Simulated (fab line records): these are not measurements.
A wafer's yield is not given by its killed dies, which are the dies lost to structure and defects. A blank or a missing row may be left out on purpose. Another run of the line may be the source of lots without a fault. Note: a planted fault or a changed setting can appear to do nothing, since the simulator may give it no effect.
Comparing a struck lot with a sound one	flow n5_finfet	40 steps out of a route of 1938
Sound: the wafers L452.1, L452.3, L452.5. Struck: wafer L462.6 (left out: L462.2, L462.5 of the same lot, which were not struck); the cause appears at the end.
Per side, at each step with rows, come the tool, then ch with its chambers, and then its first start. Under that, the readings that differ: sound wafers	struck wafers	difference of the means	sigmas: that difference in standard deviations of wafers without a fault.
alike: readings whose means differ by less than 2 such deviations, and words and numbers that are the same on both sides. not compared: withheld readings, readings that some wafer has no value for, bounds like >300 that may hide the same value, and numbers for which the record gives no deviation and whose values overlap.
Wherever a step has rows on one side only, a row that says differs or no value, or a row with sigmas, the two part there. Numbers that have no deviation but don't overlap get no sigmas and don't part them. A reading that every wafer of one side lacks parts them only if that side has two wafers or more.

N5_HKMG_FIN_ALD_91: deposits TiN, target thk 1 nm, pulse time 1 s, purge time 3 s.
  sound on ald_metal-01 ch 1,2, day 4 04:32; struck on ald_metal-03 ch 0, day 6 20:52
  alike: heater_power_w, precursor_pulse_height_rel
then, 1 step without rows for these wafers: N5_HKMG_FIN_COAT_85 (time 60 s, resist thk 300 nm).
N5_HKMG_FIN_ETCH_86: etches SOC in N2/H2, stops on TiN, target depth 393.2 nm.
  sound on rie_diel-04 ch 2,3, day 4 04:58; struck on rie_diel-06 ch 0, day 6 21:12
reading	sound	struck	difference	sigmas
rf_vpp_V (V)	241.0 242.1 239.3	243.6	+2.8	+2
showerhead_plenum_p_Torr (Torr)	2.49 2.64 2.49	2.70	+0.16	+3
  alike: chamber_pressure_mTorr, drypump_motor_current_A, oes_product_au, throttle_valve_pct
  not compared: rf_hours_counter_h
then, 3 steps without rows for these wafers: N5_HKMG_FIN_STRIP_89 (strips SOC in N2/H2, time 20 s); N5_HKMG_FIN_WET_ETCH_87 (etches TiN in SC1, time 154.2 s, target depth 4.7 nm, rinse time 30 s); N5_HKMG_FIN_STRIP_88 (strips in N2/H2, time 360 s).
N5_HKMG_FIN_NWFM_ALD_20: deposits TiAlC, target thk 2 nm, pulse time 3 s, purge time 2 s.
  sound on ald_metal-01 ch 1,2, day 4 05:37; struck on ald_metal-01 ch 0, day 6 21:50
  alike: heater_power_w, precursor_pulse_height_rel
then, 5 steps without rows for these wafers: N5_HKMG_FIN_ALD_71 (deposits TiN, target thk 1 nm, pulse time 1 s, purge time 3 s); N5_HKMG_FIN_COAT_66 (time 60 s, resist thk 300 nm); N5_HKMG_FIN_ETCH_67 (etches SOC in N2/H2, stops on TiN, target depth 388.9 nm); N5_HKMG_FIN_STRIP_90 (strips SOC in N2/H2, time 20 s); N5_HKMG_FIN_WET_ETCH_73 (etches the open film in SC1, time 42.3 s, target depth 1.3 nm, rinse time 30 s).
N5_HKMG_FIN_ETCHBACK_68: etches the open film in Cl2/Ar, stops on HfO2, target depth 0.5 nm.
  sound on rie_metal-03 ch 0,1, day 4 06:16; struck on rie_metal-03 ch 0, day 6 22:33
  alike: chamber_pressure_mTorr, drypump_motor_current_A, oes_product_au, throttle_valve_pct
  not compared: rf_hours_counter_h
N5_HKMG_FIN_STRIP_69: strips in N2/H2, time 360 s.
  sound on plasma_asher-01 ch 0,1, day 4 06:26; struck on plasma_asher-02 ch 0, day 6 22:41
reading	sound	struck	difference	sigmas
drypump_motor_current_A (A)	5.49 5.64 5.66	5.15	-0.45	-2
  alike: heater_power_w
  not compared: rf_hours_counter_h
then, 5 steps without rows for these wafers: N5_HKMG_FIN_ALD_21 (deposits TiN, target thk 1.5 nm, pulse time 1 s, purge time 3 s); N5_HKMG_FIN_ALD_72 (deposits W, target thk 2 nm, pulse time 1 s, purge time 2 s); N5_HKMG_FIN_W_FILL_22 (material W, target thk 60 nm, time 18.2 s); N5_HKMG_FIN_PRECLEAN_83 (cleans in DIW, time 57.5 s); N5_HKMG_FIN_SRD_84 (dry time 32 s).
N5_HKMG_FIN_CMP_23: polishes, stops on SiNx, t overpolish 10 s, target thk 46.326 nm.
  sound on cmp-04 ch 0,1,2, day 4 07:22; struck on cmp-02 ch 2, day 6 23:37
  alike: motor_current_A, overpolish_run_s, time_to_endpoint_s
  not compared: pad_life_wafers
then, 19 steps without rows for these wafers: N5_HKMG_FIN_CMP_94 (polishes, stops on SiNx, t overpolish 4.7 s, target thk 43.299 nm); N5_GATE_CUT_ETCHBACK_00 (etches W in SF6/Cl2); N5_GATE_CUT_ETCH_56 (etches TiN in Cl2/Ar, target depth 21.6 nm); N5_GATE_CUT_ETCHBACK_30 (etches TiN in Cl2/Ar, target depth 3 nm); N5_GATE_CUT_VAPOR_ETCH_60 (etches HfO2 in BCl3/Cl2); N5_GATE_CUT_ETCH_58 (etches SiNx in CH3F/O2, target depth 17 nm, time 128.6 s); N5_GATE_CUT_STRIP_59 (strips in N2/H2, time 20 s); N5_GATE_CUT_PRECLEAN_31 (cleans in DIW, time 300 s); N5_GATE_CUT_SRD_32 (time 30 s); N5_GATE_CUT_SAC_CAP_01 (material SiNx, target thk 24 nm, pulse time 1 s, ald cycles 480); N5_GATE_CUT_PECVD_57 (deposits SiNx from SiH4/NH3/N2, target thk 21 nm); N5_GATE_CUT_CMP_02 (polishes, stops on SiO2, t overpolish 12.7 s, target thk 0 nm); N5_GATE_CUT_HM_DEP_46 (deposits SiO2 from TEOS/O2, target thk 130 nm, time 26.6 s); N5_GATE_CUT_COAT_34 (time 60 s, resist thk 60 nm); N5_GATE_CUT_COAT_35 (time 60 s, resist thk 10 nm); N5_GATE_CUT_COAT_27 (time 60 s, resist thk 10 nm); N5_GATE_CUT_COAT_07 (resist thk 30 nm); N5_GATE_CUT_EBR_09; N5_GATE_CUT_SOFTBAKE_08 (time 60 s).
-- a jump in the record: the struck wafers' starts before and after are 8 days apart (it breaks off in module GATE_CUT and resumes in module PASSIVATION, where the first step shown is number 1936 of the route) --
N5_PASSIVATION_PROBE_49:
  sound: prober-01 at day 12 15:29; struck: prober-01 at day 15 06:55
reading	sound	struck	difference	sigmas
defect_limited_yield (%)	92.5 90.9 88.9	83.1	-7.7	-5
killed_at_front_end	22 50 53	141	+99	+9
killed_dies	89 107 131	199	+90	+5
sort_bin_5_function (%)	5.1 5.8 6.9	11.1	+5.2	+5
sort_n_pass	1091 1073 1049	981	-90	-5
sort_yield_pct (%)	92.5 90.9 88.9	83.1	-7.7	-5
  alike: killed_at_M0_to_M3, killed_at_M4_up, killed_at_contacts, killed_at_other, killed_open, killed_short, sort_bin_6_memory

== WHERE THEY PART ==
Earliest at N5_HKMG_FIN_ETCH_86; latest, in this record, at N5_PASSIVATION_PROBE_49.

WHY: whatever the simulator had introduced
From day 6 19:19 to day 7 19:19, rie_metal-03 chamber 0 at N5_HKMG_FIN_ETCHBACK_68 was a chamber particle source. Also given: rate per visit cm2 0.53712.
